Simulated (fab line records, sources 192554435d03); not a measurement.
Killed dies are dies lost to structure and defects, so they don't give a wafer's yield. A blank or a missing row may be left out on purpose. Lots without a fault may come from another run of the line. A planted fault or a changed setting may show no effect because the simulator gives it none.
fab line records | flow n5_finfet
record lots=11 wafers=33 last_day=17
route steps=1938 shown HKMG_FIN@389 PASSIVATION@1936
lots that met no fault: from a run of the same line without faults
start_h: hours from the record's first day to the start of the lot's first wafer shown | wait_h: hours since the lot's step before | " the same as in the row above | L1.1+2: a row that stands for several wafers | - no value, or no start given | * or withheld: withheld | < > ~ a bound
route shown NAME@n: a module of which the file shows steps, and the number in the route of the first | usual: mean/standard deviation of fault-free wafers | same: alike in all rows | chamber/n: place in a boat | sites: the reading at each site | _std_site: their standard deviation | _edge_site: outer sites' mean less inner sites' | radius_mm: how far each site lies from the wafer's centre | mask NAME#n: copy n | behind: the tool/chamber that last shaped the wafer | hold: why the lot was held/for how many hours/how that ended | device: the transistor (n, p or np) that didn't switch | end of line: the same wafers' tests at the end of the route | a step without rows: its recipe alone | killed: dies lost to structure and defects at the first sort, not the wafer's yield | map: a wafer's dies, x killed, . not, _ none there
set.NAME: the setting as run; set.NAME@STEP: as run at that earlier step | model.NAME: the simulator's own value behind a step, which no gauge read
steps of the route over a sample of lots; a table a step, a row a wafer
services: from which hour (start_h, from the record's first day; less than 0 if before it) a tool's chamber was out of use, for how many hours, and why
## steps
# step N5_HKMG_FIN_ALD_75
# recipe material=Al2O3 target_thk_a=10 temp_c=150 ald_precursor_family=TMA ald_co_reactant=H2O pulse_time_s=withheld co_reactant_pulse_time_s=1
# usual heater_power_w=155/21 precursor_pulse_height_rel=1.000/0.021
# columns lot.wafer tool chamber start_h wait_h heater_power_w precursor_pulse_height_rel
L481.2 ald_hk-02 1 85.25 0.0 154 1.027
L481.4 " 0 " " 151 0.983
L481.5 " 1 " " 152 0.997
L486.1 ald_hk-03 0 116.69 0.0 166 1.014
L486.3 " 1 " " 162 1.015
L486.6 " 1 " " 159 1.019
L487.1 ald_hk-01 0 125.74 0.0 129 0.990
L487.4 " 1 " " 170 0.978
L487.6 " 3 " " 145 0.981
L488.1 ald_hk-01 0 128.12 0.0 131 1.002
L488.3 " 2 " " 196 0.999
L488.4 " 3 " " 143 1.039
L490.3 ald_hk-03 1 147.13 0.0 163 1.014
L490.4 " 0 " " 169 1.026
L490.6 " 3 " " 138 0.975
L491.2 ald_hk-01 1 151.21 0.0 169 0.993
L491.4 " 2 " " 209 0.986
L491.5 " 0 " " 132 0.999
L492.2 ald_hk-03 1 156.54 0.0 166 0.990
L492.3 " 0 " " 170 0.989
L492.6 " 2 " " 169 0.974
L493.4 ald_hk-03 3 158.50 0.0 138 0.990
L493.5 " 0 " " 166 1.027
L493.6 " 3 " " 140 0.993
L496.1 ald_hk-01 1 175.86 0.0 168 0.989
L496.2 " 0 " " 133 0.999
L496.3 " 3 " " 146 1.002
L497.2 ald_hk-02 2 177.43 0.0 154 1.032
L497.3 " 3 " " 122 0.998
L497.6 " 3 " " 124 1.016
L498.1 ald_hk-02 3 187.89 0.0 125 1.007
L498.2 " 1 " " 153 1.028
L498.6 " 0 " " 147 0.971
# step N5_HKMG_FIN_EXPOSE_46
# recipe mask_id=NDIPOLE na=1.35 source_shape=conventional sigma_outer=0.8 polarization=unpolarized dose_mj=40
# columns lot.wafer tool chamber start_h wait_h mask
L481.2+4+5 arfi_scanner-02 0 85.47 - NDIPOLE#0
L486.1+3+6 arfi_scanner-01 0 117.04 - NDIPOLE#0
L487.1+4+6 arfi_scanner-03 0 126.08 - NDIPOLE#0
L488.1+3+4 arfi_scanner-02 0 128.46 - NDIPOLE#0
L490.3+4+6 arfi_scanner-02 0 147.35 - NDIPOLE#0
L491.2+4+5 arfi_scanner-02 0 151.44 - NDIPOLE#0
L492.2+3+6 arfi_scanner-02 0 156.76 - NDIPOLE#0
L493.4+5+6 arfi_scanner-02 0 158.73 - NDIPOLE#0
L496.1+2+3 arfi_scanner-01 0 176.08 - NDIPOLE#0
L497.2+3+6 arfi_scanner-03 0 177.78 - NDIPOLE#0
L498.1+2+6 arfi_scanner-01 0 188.23 - NDIPOLE#0
# step N5_HKMG_FIN_OVL_MEAS_50
# recipe points_per_wafer=44
# usual NDIPOLE_OVL=-0.3/0.76
# columns lot.wafer tool chamber start_h wait_h NDIPOLE_OVL[nm]
L481.2 overlay-01 0 85.62 0.0 0.4
L481.4 " 0 " " 0.7
L481.5 " 0 " " 0.7
L486.1 overlay-01 0 117.19 0.0 -0.4
L486.3 " 0 " " -0.1
L486.6 " 0 " " 0.0
L487.1 overlay-02 0 126.24 0.0 -0.9
L487.4 " 0 " " -0.4
L487.6 " 0 " " 0.3
L488.1 overlay-02 0 128.62 0.0 -0.6
L488.3 " 0 " " -1.2
L488.4 " 0 " " -1.0
L490.3 overlay-01 0 147.50 0.0 14.0
L490.4 " 0 " " 14.9
L490.6 " 0 " " 14.9
L491.2 overlay-02 0 151.59 0.0 13.6
L491.4 " 0 " " 14.3
L491.5 " 0 " " 14.5
L492.2 overlay-02 0 156.91 0.0 13.3
L492.3 " 0 " " 16.0
L492.6 " 0 " " 13.7
L493.4 overlay-02 0 158.87 0.0 16.3
L493.5 " 0 " " 14.8
L493.6 " 0 " " 15.9
L496.1 overlay-02 0 176.23 0.0 -0.1
L496.2 " 0 " " -0.5
L496.3 " 0 " " 0.7
L497.2 overlay-01 0 177.93 0.0 0.0
L497.3 " 0 " " 0.1
L497.6 " 0 " " -0.6
L498.1 overlay-01 0 188.39 0.0 0.0
L498.2 " 0 " " 0.8
L498.6 " 0 " " 1.1
# step N5_HKMG_FIN_ETCH_54
# recipe chemistry=CF4 target=SiARC target_depth_a=455 mask_material=CAR-ArF time_s=75.8 ion_energy_ev=80 pressure_mtorr=40 source_w=545 bias_w=36 Ar_flow_sccm=100 cf4_flow_sccm=100 ends=cleared
# usual drypump_motor_current_A=5.8/0.48 etch_rf_on_time_s=76.7/1.1 mfc_ar_sccm=100.0/0.33 oes_product_au=0.65/0.059 rf_vpp_V=184.3/1.2 showerhead_plenum_p_Torr=2.17/0.068 throttle_valve_pct=15.59/0.23
# columns lot.wafer tool chamber start_h wait_h drypump_motor_current_A etch_rf_on_time_s mfc_ar_sccm oes_product_au rf_hours_counter_h rf_vpp_V showerhead_plenum_p_Torr throttle_valve_pct
L481.2 rie_diel-01 3 85.71 0.0 5.1 75.9 100.1 0.74 25 185.4 2.27 15.21
L481.4 " 0 " " 5.5 76.9 99.8 0.60 219 184.1 2.21 15.49
L481.5 " 2 " " 5.4 75.0 99.7 0.74 - 184.9 2.27 15.31
L486.1 rie_diel-03 1 117.66 0.0 5.6 75.8 100.1 0.70 81 185.1 2.26 15.27
L486.3 " 2 " " 6.6 77.1 100.2 0.61 189 183.8 2.22 15.92
L486.6 " 1 " " 5.6 76.2 100.1 0.70 - 183.5 2.26 15.25
L487.1 rie_diel-03 1 126.33 0.0 5.7 75.8 100.3 0.69 85 186.1 2.26 15.27
L487.4 " 3 " " 6.2 74.9 100.4 0.69 111 182.4 2.07 15.47
L487.6 " 2 " " 6.6 76.8 100.0 0.62 - 184.3 2.22 15.90
L488.1 rie_diel-05 0 128.71 0.0 5.2 76.9 100.0 0.62 202 183.9 2.21 15.69
L488.3 " 2 " " 6.3 76.4 99.6 0.62 176 184.7 2.14 15.75
L488.4 " 3 " " 5.3 78.2 99.8 0.63 170 183.7 2.14 15.75
L490.3 rie_diel-05 0 147.59 0.0 5.2 77.3 100.1 0.61 211 185.4 2.21 15.71
L490.4 " 1 " " 6.2 74.8 99.9 0.62 230 184.5 2.11 15.75
L490.6 " 1 " " 6.2 74.8 99.7 0.61 - 182.6 2.11 15.74
L491.2 rie_diel-05 1 151.71 0.0 6.1 75.0 100.6 0.61 231 184.6 2.11 15.77
L491.4 " 3 " " 5.4 77.6 100.2 0.62 180 184.3 2.13 15.76
L491.5 " 0 " " 5.2 77.5 100.4 0.61 - 185.1 2.20 15.72
L492.2 rie_diel-05 1 157.01 0.0 6.1 75.8 99.7 0.61 234 184.4 2.11 15.77
L492.3 " 2 " " 6.3 78.3 99.7 0.60 188 183.5 2.14 15.77
L492.6 " 2 " " 6.3 77.4 99.8 0.61 - 183.6 2.14 15.81
L493.4 rie_diel-01 0 158.98 0.0 5.5 77.7 100.0 0.58 248 186.3 2.20 15.53
L493.5 " 3 " " 5.1 76.9 100.1 0.69 - 185.9 2.26 15.27
L493.6 " 0 " " 5.5 77.5 99.3 0.58 - 186.1 2.20 15.51
L496.1 rie_diel-05 0 176.32 0.0 5.2 77.9 100.1 0.60 219 186.0 2.20 15.72
L496.2 " 2 " " 6.3 76.9 99.9 0.60 195 183.9 2.14 15.80
L496.3 " 1 " " 6.1 75.5 99.9 0.60 241 182.8 2.11 15.77
L497.2 rie_diel-05 0 178.02 0.0 5.2 77.4 100.3 0.60 220 184.8 2.20 15.73
L497.3 " 2 " " 6.3 77.4 99.4 0.60 195 184.6 2.14 15.79
L497.6 " 3 " " 5.3 77.6 100.0 0.62 - 183.6 2.13 15.79
L498.1 rie_diel-05 0 188.48 0.0 5.2 77.2 100.0 0.60 224 185.0 2.20 15.75
L498.2 " 3 " " 5.4 76.7 99.4 0.61 194 182.6 2.13 15.79
L498.6 " 3 " " 5.4 76.5 99.9 0.62 - 182.7 2.13 15.80
# step N5_HKMG_FIN_ETCH_58
# recipe chemistry=N2/H2 target=SOC target_depth_a=2158 ion_energy_ev=50 bias_w=13 time_s=741 pressure_mtorr=30 source_w=875 n2_flow_sccm=200 h2_flow_sccm=200
# usual drypump_motor_current_A=5.8/0.48 oes_product_au=0.76/0.07 rf_vpp_V=99.3/0.95 showerhead_plenum_p_Torr=2.57/0.085 throttle_valve_pct=17.75/0.26
# columns lot.wafer tool chamber start_h wait_h drypump_motor_current_A oes_product_au rf_hours_counter_h rf_vpp_V showerhead_plenum_p_Torr throttle_valve_pct
L481.2 rie_diel-01 3 85.98 0.0 5.1 0.87 25 100.2 2.71 17.56
L481.4 " 0 " " 5.5 0.71 219 102.2 2.62 17.59
L481.5 " 2 " " 5.4 0.85 - 101.3 2.70 17.53
L486.1 rie_diel-03 1 117.93 0.0 5.7 0.82 81 99.7 2.67 17.27
L486.3 " 2 " " 6.6 0.72 189 99.1 2.63 18.16
L486.6 " 1 " " 5.7 0.81 - 99.3 2.67 17.25
L487.1 rie_diel-03 1 126.60 0.0 5.7 0.81 85 100.5 2.67 17.28
L487.4 " 3 " " 6.3 0.81 111 98.4 2.45 17.56
L487.6 " 2 " " 6.6 0.71 - 99.9 2.63 18.17
L488.1 rie_diel-05 0 128.98 0.0 5.2 0.72 202 99.0 2.62 17.87
L488.3 " 2 " " 6.3 0.71 176 98.6 2.54 17.96
L488.4 " 3 " " 5.4 0.73 171 99.3 2.54 17.94
L490.3 rie_diel-05 0 147.86 0.0 5.2 0.71 211 99.9 2.62 17.89
L490.4 " 1 " " 6.2 0.71 230 98.1 2.51 17.95
L490.6 " 1 " " 6.2 0.72 - 100.6 2.51 17.94
L491.2 rie_diel-05 1 151.98 0.0 6.2 0.73 232 99.5 2.51 17.96
L491.4 " 3 " " 5.3 0.73 180 99.4 2.54 17.96
L491.5 " 0 " " 5.2 0.72 - 100.3 2.62 17.90
L492.2 rie_diel-05 1 157.27 0.0 6.2 0.71 234 98.5 2.51 17.97
L492.3 " 2 " " 6.3 0.70 188 99.1 2.53 17.95
L492.6 " 2 " " 6.3 0.70 - 98.7 2.53 17.97
L493.4 rie_diel-01 0 159.25 0.0 5.5 0.69 249 98.8 2.61 17.61
L493.5 " 3 " " 5.1 0.82 - 100.5 2.70 17.59
L493.6 " 0 " " 5.5 0.68 - 99.4 2.61 17.65
L496.1 rie_diel-05 0 176.59 0.0 5.2 0.71 219 99.3 2.61 17.90
L496.2 " 2 " " 6.3 0.70 195 99.8 2.53 17.98
L496.3 " 1 " " 6.2 0.71 242 99.0 2.50 17.95
L497.2 rie_diel-05 0 178.29 0.0 5.2 0.71 220 99.9 2.61 17.91
L497.3 " 2 " " 6.3 0.70 195 99.8 2.53 17.99
L497.6 " 3 " " 5.4 0.72 - 98.9 2.54 17.97
L498.1 rie_diel-05 0 188.75 0.0 5.2 0.70 225 97.8 2.61 17.91
L498.2 " 3 " " 5.4 0.71 194 98.2 2.53 17.97
L498.6 " 3 " " 5.4 0.72 - 99.6 2.53 17.97
# step N5_PASSIVATION_PROBE_49
# usual defect_limited_yield=91.0/1.5 killed_at_M0_to_M3=36/12 killed_at_M4_up=14/5.5 killed_at_contacts=11/4.8 killed_at_front_end=42/12 killed_at_other=3.7/2.7 killed_dies=106/18 killed_on_rim=13/4.5 killed_open=70/13 killed_short=35/8.2 sort_bin_5_function=5.3/1 sort_bin_6_memory=3.3/0.69 sort_bin_8_speed=0.00/0.007 sort_n_pass=1074/18 sort_yield_pct=91.0/1.5
# same gross_dies=1180 killed_at_back_side=0 sort_bin_4_leakage[%]=0
# columns lot.wafer tool chamber start_h wait_h defect_limited_yield[%] killed_at_M0_to_M3 killed_at_M4_up killed_at_contacts killed_at_front_end killed_at_other killed_dies killed_on_rim killed_open killed_short sort_bin_5_function[%] sort_bin_6_memory[%] sort_bin_8_speed[%] sort_n_pass sort_yield_pct[%]
L486.1 prober-01 - 319.97 0.0 91.9 20 21 4 46 4 95 11 62 33 5.0 2.8 0 1085 91.9
L486.3 prober-01 - 320.07 0.1 90.6 40 11 7 44 9 111 15 77 33 5.8 3.5 0 1069 90.6
L486.6 prober-01 - 320.22 0.3 93.3 12 8 15 41 3 79 9 51 26 3.6 2.7 0 1101 93.3
L487.1 prober-02 - 326.51 0.0 92.5 47 8 10 22 2 89 15 54 35 4.4 2.9 0 1091 92.5
L487.4 prober-02 - 326.66 0.2 91.3 48 15 12 25 3 103 13 78 23 5.6 3.1 0 1077 91.3
L487.6 prober-02 - 326.76 0.3 90.5 35 9 20 45 3 112 12 70 42 5.5 3.6 0 1068 90.5
L497.2 prober-01 - 379.83 0.1 90.7 31 15 11 53 0 110 14 72 37 5.4 3.4 0 1070 90.7
L497.3 prober-01 - 379.88 0.1 89.7 41 15 3 54 8 121 14 71 50 5.7 4.2 0 1059 89.7
L497.6 prober-01 - 380.03 0.3 90.2 36 13 12 54 1 116 15 72 43 6.4 3.3 0 1064 90.2
L496.1 prober-02 - 382.26 0.0 90.4 34 21 12 43 3 113 14 75 35 5.3 4.1 0 1067 90.4
L496.2 prober-02 - 382.31 0.1 91.8 18 20 10 46 3 97 12 64 33 4.7 3.1 0 1083 91.8
L496.3 prober-02 - 382.36 0.1 93.5 14 13 12 34 4 77 11 51 26 3.2 2.9 0 1103 93.5
L498.1 prober-01 - 399.64 0.0 89.4 44 13 6 54 8 125 19 81 44 6.2 4.2 0 1055 89.4
L498.2 prober-01 - 399.69 0.1 90.2 40 15 19 42 0 116 20 75 41 5.8 3.6 0 1064 90.2
L498.6 prober-01 - 399.89 0.3 89.3 48 14 9 51 4 126 11 87 39 6.8 3.6 0 1054 89.3
# killed by level:class
L486.1 FIN_SAQP:geometric_particle:open=9 BEOL_M5:geometric_particle:open=8 FIN_SAQP:geometric_particle:short=7 DUMMY_GATE:geometric_particle:open=6 GATE_CUT:geometric_particle:short=6 STI_FIN_REVEAL:geometric_particle:open=5 BEOL_M0_SAQP:geometric_particle:open=4 BEOL_M2:geometric_particle:open=4
L486.3 STI_FIN_REVEAL:geometric_particle:open=13 BEOL_M3:geometric_particle:open=9 FIN_SAQP:geometric_particle:open=8 DUMMY_GATE:geometric_particle:open=7 BEOL_M0_SAQP:geometric_particle:open=7 BEOL_M2:geometric_particle:open=7 BEOL_M1:geometric_particle:open=6 PASS1_CAP:geometric_particle:short=6
L486.6 STI_FIN_REVEAL:geometric_particle:open=14 MOL_CONTACT_COAG:geometric_particle:open=11 FIN_SAQP:geometric_particle:short=7 BEOL_M3:geometric_particle:open=5 DUMMY_GATE:geometric_particle:open=5 GATE_CUT:geometric_particle:short=5 MOL_CONTACT_COAG:geometric_particle:short=4 BEOL_M2:geometric_particle:open=4
L487.1 BEOL_M0_SAQP:geometric_particle:short=11 BEOL_M1:geometric_particle:open=11 MOL_CONTACT_COAG:geometric_particle:open=8 BEOL_M3:geometric_particle:open=8 BEOL_M0_SAQP:geometric_particle:open=5 DUMMY_GATE:geometric_particle:open=4 BEOL_M2:geometric_particle:short=4 STARTING-WAFER:geometric_particle:short=4
L487.4 BEOL_M1:geometric_particle:open=24 MOL_CONTACT_COAG:geometric_particle:open=10 BEOL_M3:geometric_particle:open=7 BEOL_M0_SAQP:geometric_particle:short=5 BEOL_M0_SAQP:geometric_particle:open=5 BEOL_M4:geometric_particle:open=5 FIN_SAQP:geometric_particle:short=4 STI_FIN_REVEAL:geometric_particle:open=4
L487.6 MOL_CONTACT_COAG:geometric_particle:open=16 FIN_SAQP:geometric_particle:open=15 FIN_SAQP:geometric_particle:short=12 BEOL_M0_SAQP:geometric_particle:open=9 BEOL_M1:geometric_particle:open=9 BEOL_M0_SAQP:geometric_particle:short=7 BEOL_M3:geometric_particle:open=5 GATE_CUT:geometric_particle:short=4
L497.2 STI_FIN_REVEAL:geometric_particle:open=11 FIN_SAQP:geometric_particle:open=10 MOL_CONTACT_COAG:geometric_particle:open=9 BEOL_M0_SAQP:geometric_particle:short=9 FIN_SAQP:geometric_particle:short=8 BEOL_M1:geometric_particle:open=7 STI_FIN_REVEAL:geometric_particle:short=6 BEOL_M4:geometric_particle:open=6
L497.3 STI_FIN_REVEAL:geometric_particle:open=15 BEOL_M0_SAQP:geometric_particle:short=9 FIN_SAQP:geometric_particle:open=8 FIN_SAQP:geometric_particle:short=8 BEOL_M2:geometric_particle:short=8 DUMMY_GATE:geometric_particle:open=7 BEOL_M0_SAQP:geometric_particle:open=7 GATE_CUT:geometric_particle:short=6
L497.6 FIN_SAQP:geometric_particle:short=12 FIN_SAQP:geometric_particle:open=11 GATE_CUT:geometric_particle:short=10 MOL_CONTACT_COAG:geometric_particle:open=10 STI_FIN_REVEAL:geometric_particle:open=8 BEOL_M0_SAQP:geometric_particle:short=7 BEOL_M3:geometric_particle:open=7 BEOL_M0_SAQP:geometric_particle:open=6
L496.1 FIN_SAQP:geometric_particle:open=14 BEOL_M3:geometric_particle:open=12 FIN_SAQP:geometric_particle:short=11 BEOL_M4:geometric_particle:open=9 MOL_CONTACT_COAG:geometric_particle:open=8 BEOL_M0_SAQP:geometric_particle:open=6 BEOL_M0_SAQP:geometric_particle:short=6 STARTING-WAFER:geometric_particle:short=6
L496.2 FIN_SAQP:geometric_particle:open=13 DUMMY_GATE:geometric_particle:open=9 MOL_CONTACT_COAG:geometric_particle:open=9 BEOL_M4:geometric_particle:open=7 FIN_SAQP:geometric_particle:short=6 STI_FIN_REVEAL:geometric_particle:open=6 BEOL_M0_SAQP:geometric_particle:short=5 GATE_CUT:geometric_particle:short=4
L496.3 MOL_CONTACT_COAG:geometric_particle:open=12 BEOL_M4:geometric_particle:open=8 FIN_SAQP:geometric_particle:open=7 GATE_CUT:geometric_particle:short=5 FIN_SAQP:geometric_particle:short=4 DUMMY_GATE:geometric_particle:open=4 BEOL_M0_SAQP:geometric_particle:short=4 BEOL_M2:geometric_particle:open=4
L498.1 STI_FIN_REVEAL:geometric_particle:open=12 FIN_SAQP:geometric_particle:open=11 FIN_SAQP:geometric_particle:short=9 BEOL_M0_SAQP:geometric_particle:short=7 BEOL_M0_SAQP:geometric_particle:open=7 BEOL_M2:geometric_particle:open=7 MOL_CONTACT_COAG:geometric_particle:open=6 ILD0:geometric_particle:short=5
L498.2 MOL_CONTACT_COAG:geometric_particle:open=15 BEOL_M0_SAQP:geometric_particle:open=9 FIN_SAQP:geometric_particle:open=8 BEOL_M0_SAQP:geometric_particle:short=8 FIN_SAQP:geometric_particle:short=7 STI_FIN_REVEAL:geometric_particle:open=7 BEOL_M1:geometric_particle:open=6 STI_FIN_REVEAL:geometric_particle:short=5
L498.6 BEOL_M2:geometric_particle:open=15 FIN_SAQP:geometric_particle:open=11 BEOL_M1:geometric_particle:open=10 MOL_CONTACT_COAG:geometric_particle:open=6 BEOL_M5:geometric_particle:open=6 STI_FIN_REVEAL:geometric_particle:open=5 GATE_CUT:geometric_particle:short=5 BEOL_M0_SAQP:geometric_particle:open=5
## services
# columns tool chamber start_h hours kind
arfi_scanner-02 - 63.04 0.7 repair
rie_diel-03 0 65.64 - clean
rie_diel-03 0 65.64 - consumable_replace:focus_ring
rie_diel-03 0 65.64 25.5 scheduled_down
rie_diel-03 0 65.64 25.5 vent_cycle
arfi_scanner-02 - 67.88 1.0 pm
arfi_scanner-03 - 71.74 4.8 pm
ald_hk-02 - 79.34 0.5 repair
arfi_scanner-01 - 90.19 1.8 repair
rie_diel-03 - 94.92 10.0 pm
arfi_scanner-02 0 99.46 - calibration
rie_diel-03 3 109.32 3.6 repair
arfi_scanner-03 - 111.07 0.8 repair
arfi_scanner-02 - 122.30 0.2 repair
arfi_scanner-01 - 124.06 1.3 pm
rie_diel-03 2 134.14 4.8 repair
arfi_scanner-01 - 149.36 0.2 repair
arfi_scanner-03 - 151.85 1.3 pm
arfi_scanner-01 - 152.53 0.8 pm
rie_diel-01 0 162.56 - clean
arfi_scanner-03 - 164.02 1.5 repair
arfi_scanner-01 - 167.14 1.0 pm
arfi_scanner-01 - 177.99 1.0 pm
arfi_scanner-02 - 185.99 1.3 pm
## key
first_sign step=N5_HKMG_FIN_OVL_MEAS_50 reading=NDIPOLE_OVL direction=up sigmas=20 usual=-0.3 struck=14.7
effect none on later readings
met_at N5_HKMG_FIN_EXPOSE_46
struck_lots L490,L491,L492,L493
rows_end L490.3,L490.4,L490.6,L492.2,L492.3,L492.6,L493.4,L493.5,L493.6
not_acting_at N5_HKMG_FIN_ALD_75,N5_HKMG_FIN_ETCH_54,N5_HKMG_FIN_ETCH_58
onset_between 128.46 147.35
fault kind=scanner_matching_overlay tool=arfi_scanner-02 chamber=- onset_h=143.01 steps=N5_HKMG_FIN_EXPOSE_46 offset=15.104
# rows_end: these wafers met a further fault down the route, and their rows from its step on are left out
